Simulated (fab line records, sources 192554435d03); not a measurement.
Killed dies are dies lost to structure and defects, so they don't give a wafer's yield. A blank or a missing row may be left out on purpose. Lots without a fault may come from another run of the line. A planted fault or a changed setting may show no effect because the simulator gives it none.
One fault seen from 2 desks | flow n5_finfet | each desk has only its own numbers; what lay behind them comes last

THE METROLOGY DESK
What the gauges read, lot by lot, whatever tool the lot ran on: means of the sampled wafers that have a number. A lot is out of limits, marked OUT, if its mean lies more than 4 standard deviations from the usual mean; the brackets give that distance. Of its 11 readings 7 are shown: those that lie furthest out on some lot.
Columns: A = DIBL_P at N5_BEOL_M4_RC_MEAS_101, usual 34.8 mV/V; B = IOFF_N at N5_BEOL_M4_RC_MEAS_101, usual 0.15 nA/um; C = IOFF_P at N5_BEOL_M4_RC_MEAS_101, usual 0.19 nA/um; D = ION_P at N5_BEOL_M4_RC_MEAS_101, usual 462 uA/um; E = SS_N at N5_BEOL_M4_RC_MEAS_101, usual 71.4 mV/dec; F = SS_P at N5_BEOL_M4_RC_MEAS_101, usual 72.9 mV/dec; G = VT_P at N5_BEOL_M4_RC_MEAS_101, usual -251 mV
lot  | first seen here | A    | B    | C    | D   | E    | F    | G
L414 | day 5 03:55     | 36.8 | 0.18 | 0.17 | 450 | 72.3 | 73.2 | -256
L415 | day 5 13:04     | 31.6 | 0.13 | 0.19 | 473 | 70.6 | 72.6 | -250
L416 | day 5 19:20     | 33.6 | 0.13 | 0.16 | 455 | 71.1 | 72.4 | -256
L417 | day 5 23:00     | 34.0 | 0.13 | 0.17 | 463 | 70.7 | 72.1 | -255
L425 | day 8 00:23     | 32.9 | 0.12 | 0.16 | 456 | 71.1 | 72.0 | -254
L432 | day 9 14:34     | 35.1 | 0.14 | 0.18 | 461 | 70.6 | 72.9 | -252
L433 | day 9 23:07     | 38.2 | 0.20 | 0.24 | 472 | 72.2 | 73.1 | -248
L434 | day 10 08:17    | 35.7 | 0.15 | 0.17 | 454 | 71.8 | 73.5 | -256
L436 | day 10 20:21    | 34.5 | 0.14 | 0.22 | 471 | 71.2 | 72.6 | -245
This desk's finding: nothing out of limits on any of the 9 lots.

THE TOOL OWNER'S DESK: rie_diel-01
The tool's own readings at N5_MOL_CONTACT_COAG_ETCH_90 (etches SiARC in CF4, target depth 13 nm, time 21.7 s): means of the sampled wafers that have a number, for each lot that ran on this tool. A lot is out of limits, marked OUT, if its mean lies more than 4 standard deviations from the usual mean; the brackets give that distance.
Columns: A = drypump_motor_current_A at N5_MOL_CONTACT_COAG_ETCH_90, usual 5.7 A; B = etch_rf_on_time_s at N5_MOL_CONTACT_COAG_ETCH_90, usual 21.1 s; C = oes_product_au at N5_MOL_CONTACT_COAG_ETCH_90, usual 0.70 a.u.; D = rf_fwd_power_W at N5_MOL_CONTACT_COAG_ETCH_90, usual 531.3 W; E = rf_vpp_V at N5_MOL_CONTACT_COAG_ETCH_90, usual 184.3 V; F = showerhead_plenum_p_Torr at N5_MOL_CONTACT_COAG_ETCH_90, usual 2.16 Torr; G = throttle_valve_pct at N5_MOL_CONTACT_COAG_ETCH_90, usual 15.65 %
lot  | first seen here | A   | B               | C    | D     | E     | F    | G
L417 | day 6 00:14     | 6.1 | 21.2            | 0.71 | 527.8 | 184.6 | 2.20 | 15.61
L425 | day 8 02:17     | 6.2 | 17.6 (-5.6) OUT | 0.94 | 532.1 | 184.6 | 2.20 | 15.53
L434 | day 10 09:43    | 5.7 | 21.4            | 0.75 | 531.0 | 185.2 | 2.22 | 15.45
L436 | day 10 21:32    | 5.7 | 21.5            | 0.70 | 529.7 | 185.3 | 2.21 | 15.53
This desk's finding: out of limits on L425; first on L425, day 8 02:17 (etch_rf_on_time_s at N5_MOL_CONTACT_COAG_ETCH_90). In limits: L417, L434, L436.

PUT TOGETHER
The tool owner's desk could have raised an alarm at day 8 02:17, on L425.
The metrology desk saw nothing out of limits.
The metrology desk has L425 on record, within its limits.
Of the lots named, all ran N5_MOL_CONTACT_COAG_ETCH_90 on rie_diel-01.

WHAT THE SIMULATOR HAD PUT IN
Process parameter drift: rie_diel-01, from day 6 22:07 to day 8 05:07, at N5_MOL_CONTACT_COAG_ETCH_90. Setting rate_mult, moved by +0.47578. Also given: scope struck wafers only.
Lots struck among those shown: L425.
Hours from the fault's start to each desk's first reading out of limits: the tool owner's desk, 28.
